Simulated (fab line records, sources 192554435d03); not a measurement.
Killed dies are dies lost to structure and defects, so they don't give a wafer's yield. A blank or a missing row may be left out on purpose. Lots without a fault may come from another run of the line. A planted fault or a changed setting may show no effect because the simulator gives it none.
Chamber matching | flow n5_finfet | N5_SDB_ETCH_25 on rie_diel-04: 4 sister chambers
The step etches SiO2 in C4F6/O2, target depth 10 nm, time 3.3 s. 8 wafers are shown with their chamber, then 9 later ones without.

WAFERS WITH THEIR CHAMBER
wafer  | chamber | rf_vpp_V (V) | showerhead_plenum_p_Torr (Torr)
L074.3 | 0       | 677          | 2.82
L076.6 | 0       | 677          | 2.82
L078.1 | 1       | 679          | 2.68
L083.5 | 2       | 645          | 2.72
L083.6 | 3       | 706          | 2.97
L086.1 | 2       | 645          | 2.72
L086.2 | 1       | 680          | 2.67
L086.5 | 3       | 707          | 2.97

WAFERS WITHOUT THEIR CHAMBER
wafer  | rf_vpp_V (V) | showerhead_plenum_p_Torr (Torr)
L094.1 | 643          | 2.71
L094.3 | 706          | 2.96
L094.5 | 689          | 3.00
L095.3 | 707          | 2.96
L095.4 | 644          | 2.71
L095.5 | 707          | 2.96
L096.3 | 691          | 3.00
L096.5 | 646          | 2.71
L096.6 | 690          | 3.00

WHICH CHAMBER EACH WENT THROUGH
wafer  | from the rows above | in truth
L094.1 | 2                   | 2
L094.3 | 3                   | 3
L094.5 | 3                   | 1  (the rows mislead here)
L095.3 | 3                   | 3
L095.4 | 2                   | 2
L095.5 | 3                   | 3
L096.3 | 3                   | 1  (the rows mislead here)
L096.5 | 2                   | 2
L096.6 | 3                   | 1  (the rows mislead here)
Placed correctly: 6 of 9. Can't be placed from these rows: 0. Placed wrongly: 3.
How it was worked out, from the rows above alone: a wafer's distance from a chamber is the root of the sum, over the readings, of the square of ((its reading less the chamber's mean) divided by the reading's scatter). The wafer belongs to the nearest chamber; if the next one is less than 2 further off, it can't be placed. A chamber's mean is the mean of its shown wafers. The scatter: the root of (the sum of the squares of (reading less its chamber's mean) over the shown wafers, divided by (wafers less chambers)).
